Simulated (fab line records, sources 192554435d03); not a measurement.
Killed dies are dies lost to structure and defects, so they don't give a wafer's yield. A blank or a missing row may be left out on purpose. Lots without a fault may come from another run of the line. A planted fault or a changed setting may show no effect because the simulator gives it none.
Chamber matching | flow n5_finfet | N5_BEOL_M9_DESCUM_33 on rie_diel-01: 4 sister chambers
The step chemistry O2, time 7 s. 8 wafers are shown with their chamber, then 8 later ones without.

WAFERS WITH THEIR CHAMBER
wafer  | chamber | showerhead_plenum_p_Torr (Torr) | drypump_motor_current_A (A)
L074.5 | 0       | 2.13                            | 6.1
L080.6 | 1       | 2.18                            | 6.2
L075.1 | 3       | 2.01                            | 6.3
L075.2 | 0       | 2.13                            | 6.1
L075.3 | 1       | 2.18                            | 6.1
L075.5 | 3       | 2.01                            | 6.3
L075.6 | 2       | 2.13                            | 5.1
L088.3 | 2       | 2.12                            | 5.1

WAFERS WITHOUT THEIR CHAMBER
wafer  | showerhead_plenum_p_Torr (Torr) | drypump_motor_current_A (A)
L088.5 | 2.12                            | 5.1
L088.6 | 2.12                            | 6.1
L093.1 | 2.00                            | 6.4
L093.2 | 2.11                            | 6.2
L093.3 | 2.12                            | 5.1
L093.4 | 2.17                            | 6.1
L093.5 | 2.17                            | 6.1
L093.6 | 2.12                            | 5.1

WHICH CHAMBER EACH WENT THROUGH
wafer  | from the rows above | in truth
L088.5 | 2                   | 2
L088.6 | 0                   | 0
L093.1 | 3                   | 3
L093.2 | 0                   | 0
L093.3 | 2                   | 2
L093.4 | 1                   | 1
L093.5 | 1                   | 1
L093.6 | 2                   | 2
Placed correctly: 8 of 8. Can't be placed from these rows: 0. Placed wrongly: 0.
How it was worked out, from the rows above alone: a wafer's distance from a chamber is the root of the sum, over the readings, of the square of ((its reading less the chamber's mean) divided by the reading's scatter). The wafer belongs to the nearest chamber; if the next one is less than 2 further off, it can't be placed. A chamber's mean is the mean of its shown wafers. The scatter: the root of (the sum of the squares of (reading less its chamber's mean) over the shown wafers, divided by (wafers less chambers)).
